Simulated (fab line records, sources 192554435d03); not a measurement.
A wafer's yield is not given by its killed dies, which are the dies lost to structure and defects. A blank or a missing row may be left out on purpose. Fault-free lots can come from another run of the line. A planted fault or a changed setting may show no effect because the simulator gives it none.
Matching of chambers + flow n5 finfet + rie diel-03 running N5_BEOL_M3_ETCH_77: 4 sister chambers
The step etches underlayer in N2/H2, target depth 6.5 nm, time 5.2 s. 4 wafers are shown with their chamber, then 12 later ones without.

## WAFERS WITH THEIR CHAMBER
| wafer  | chamber | showerhead plenum p Torr (Torr) |
|--------|---------|---------------------------------|
| L079.3 | 0       | 2.44                            |
| L081.2 | 2       | 2.60                            |
| L084.5 | 1       | 2.53                            |
| L084.6 | 3       | 2.48                            |

## WAFERS WITH NO CHAMBER GIVEN
| wafer  | showerhead plenum p Torr (Torr) |
|--------|---------------------------------|
| L091.2 | 2.60                            |
| L091.5 | 2.47                            |
| L091.6 | 2.43                            |
| L093.2 | 2.47                            |
| L093.3 | 2.52                            |
| L093.4 | 2.43                            |
| L096.1 | 2.52                            |
| L096.2 | 2.59                            |
| L096.5 | 2.52                            |
| L097.3 | 2.59                            |
| L097.4 | 2.46                            |
| L097.5 | 2.46                            |

## THE CHAMBER EACH PASSED THROUGH
| wafer  | from the rows above     | in truth |
|--------|-------------------------|----------|
| L091.2 | 2                       | 2        |
| L091.5 | can't be placed: 3 or 0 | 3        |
| L091.6 | 0                       | 0        |
| L093.2 | can't be placed: 3 or 0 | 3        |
| L093.3 | 1                       | 1        |
| L093.4 | 0                       | 0        |
| L096.1 | 1                       | 1        |
| L096.2 | 2                       | 2        |
| L096.5 | 1                       | 1        |
| L097.3 | 2                       | 2        |
| L097.4 | can't be placed: 0 or 3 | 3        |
| L097.5 | can't be placed: 0 or 3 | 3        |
Correct placement for 8 of the 12. From these rows, 4 cannot be placed; in 4 the true chamber is one of the candidates. 0 placed wrongly.
How it was worked out, from the rows above alone: a wafer's distance from a chamber is the root of the sum, over the readings, of the square of ((its reading less the chamber's mean) divided by the reading's scatter). If the next closest chamber is less than 2 further off than the closest, the wafer can't be placed; otherwise it belongs to the closest. Each chamber's mean is taken over the wafers shown for it. The scatter (one wafer shown for each chamber): square how far every hidden wafer sits from the nearest shown wafer, average those squares and take the square root.
